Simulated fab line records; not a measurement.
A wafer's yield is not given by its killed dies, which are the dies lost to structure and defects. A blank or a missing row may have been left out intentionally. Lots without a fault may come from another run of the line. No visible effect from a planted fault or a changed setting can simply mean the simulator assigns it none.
2 desks, one fault ; flow n5-finfet ; what lay behind the numbers comes last; until then each desk has only its own

== METROLOGY DESK ==
Lot by lot, what the gauges showed, no matter which tool ran the lot: averages of those sampled wafers that carry a number. The brackets show how far a lot's mean lies from the usual mean; more than 4 standard deviations puts the lot out of limits, marked OUT. Of its 11 readings 7 are shown: the one that was out of limits first, and those that lie furthest out on some lot.
Columns: A = MD_CAP_THK at N5_MOL_CONTACT_COAG_THK_MEAS_29, usual 17.88 nm; B = DIBL_N at N5_BEOL_M4_RC_MEAS_101, usual 36.5 mV/V; C = IOFF_P at N5_BEOL_M4_RC_MEAS_101, usual 0.221 nA/um; D = ION_P at N5_BEOL_M4_RC_MEAS_101, usual 466 uA/um; E = SS_N at N5_BEOL_M4_RC_MEAS_101, usual 71.6 mV/dec; F = VT_N at N5_BEOL_M4_RC_MEAS_101, usual 249.2 mV; G = VT_P at N5_BEOL_M4_RC_MEAS_101, usual -249 mV
lot;first seen here;A;B;C;D;E;F;G
L933;day 5 00:41;17.87;37.4;0.210;462;71.7;248.8;-251
L935;day 5 17:16;17.84;36.3;0.208;465;71.4;250.9;-252
L948;day 10 02:17;18.36 (+5.6) OUT;35.6;0.183;461;71.6;250.5;-252
L949;day 10 02:58;18.30 (+4.9) OUT;35.4;0.226;477;71.4;250.3;-248
L951;day 10 14:55;17.90;35.4;0.234;467;72.2;248.8;-247
L954;day 12 05:40;17.86;36.7;0.196;461;71.7;252.0;-251
L953;day 12 06:02;17.83;37.0;0.202;464;71.7;248.7;-249
This desk reports L948, L949 out of limits; the earliest was L948 at day 10 02:17 (MD_CAP_THK at N5_MOL_CONTACT_COAG_THK_MEAS_29). L933, L935, L951, L954, L953 stayed within limits.

== THE TOOL OWNER'S DESK: cmp-01 ==
The tool's own readings at N5_MOL_CONTACT_COAG_CMP_23 (polishes, stops on SiO2, t overpolish 1.5 s, target thk 0 nm): means of the sampled wafers that have a number, for each lot that ran on this tool. The brackets show how far a lot's mean lies from the usual mean; more than 4 standard deviations puts the lot out of limits, marked OUT.
Columns: A = motor-current-A at N5_MOL_CONTACT_COAG_CMP_23, usual 8.6 A; B = overpolish-run-s at N5_MOL_CONTACT_COAG_CMP_23, usual 1.499 s; C = time-to-endpoint-s at N5_MOL_CONTACT_COAG_CMP_23, usual 10.0 s
lot;first seen here;A;B;C
L933;day 4 21:52;8.6;1.502;4.5
L935;day 5 14:35;8.0;1.504;7.3
L948;day 9 23:10;7.6;1.507;13.6
L949;day 9 23:31;8.0;1.495;13.2
Finding of this desk: none of the 4 lots has anything out of limits.

== PUT TOGETHER ==
The metrology desk could have raised an alarm at day 10 02:17, on L948, L949.
The tool owner's desk saw nothing out of limits.
Tool owner's desk: L948, L949 on record, inside its limits.
The lots listed all ran N5_MOL_CONTACT_COAG_CMP_23 on cmp-01.

== WHAT HAD BEEN PUT IN BY THE SIMULATOR ==
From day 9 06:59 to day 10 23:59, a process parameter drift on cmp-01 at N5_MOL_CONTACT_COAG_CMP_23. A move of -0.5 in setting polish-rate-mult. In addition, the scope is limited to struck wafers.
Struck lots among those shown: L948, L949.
Per desk, hours elapsed from the start of the fault to the first reading out of limits: for the metrology desk, 19.
